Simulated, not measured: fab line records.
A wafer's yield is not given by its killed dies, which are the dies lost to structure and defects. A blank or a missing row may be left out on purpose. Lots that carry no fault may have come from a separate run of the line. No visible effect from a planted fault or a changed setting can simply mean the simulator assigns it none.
Chamber matching | flow n5 finfet | 3 sister chambers for N5_BEOL_M0_SAQP_PECVD_00 on pecvd-01
The step deposits SiCN from 3MS/NH3, target thk 8 nm, time 14 s. 6 wafers are shown with their chamber, then 7 later ones without.

== WAFERS, EACH WITH ITS CHAMBER ==
wafer  | chamber | throttle valve pct (%) | showerhead plenum p Torr (Torr)
L079.6 | 1       | 10.2                   | 3.670
L081.4 | 2       | 8.8                    | 3.660
L086.3 | 1       | 10.2                   | 3.677
L086.5 | 0       | 8.8                    | 3.658
L091.4 | 0       | 9.0                    | 3.660
L091.5 | 2       | 8.7                    | 3.655

== WAFERS MISSING THEIR CHAMBER ==
wafer  | throttle valve pct (%) | showerhead plenum p Torr (Torr)
L091.6 | 10.1                   | 3.672
L094.1 | 8.8                    | 3.660
L094.3 | 8.6                    | 3.646
L094.5 | 9.0                    | 3.666
L097.2 | 8.8                    | 3.658
L097.3 | 8.9                    | 3.657
L097.5 | 8.8                    | 3.653

== THE CHAMBER EACH PASSED THROUGH ==
wafer  | from the rows above     | in truth
L091.6 | 1                       | 1
L094.1 | can't be placed: 2 or 0 | 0
L094.3 | can't be placed: 2 or 0 | 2
L094.5 | can't be placed: 0 or 2 | 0
L097.2 | can't be placed: 2 or 0 | 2
L097.3 | can't be placed: 0 or 2 | 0
L097.5 | can't be placed: 2 or 0 | 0
Correctly placed: 1 of 7. Cannot be placed on the basis of these rows: 6; the candidates contain the true chamber in 6. Number placed wrongly: 0.
How it was worked out, from the rows above alone: a wafer's distance from a chamber is the root of the sum, over the readings, of the square of ((its reading less the chamber's mean) divided by the reading's scatter). The wafer belongs to the nearest chamber; if the next one is less than 2 further off, it can't be placed. A chamber's mean is the mean of its shown wafers. How the scatter is found: for the shown wafers, subtract from each reading the mean of its chamber, square and add these, divide the total by (wafers less chambers), then take the root.
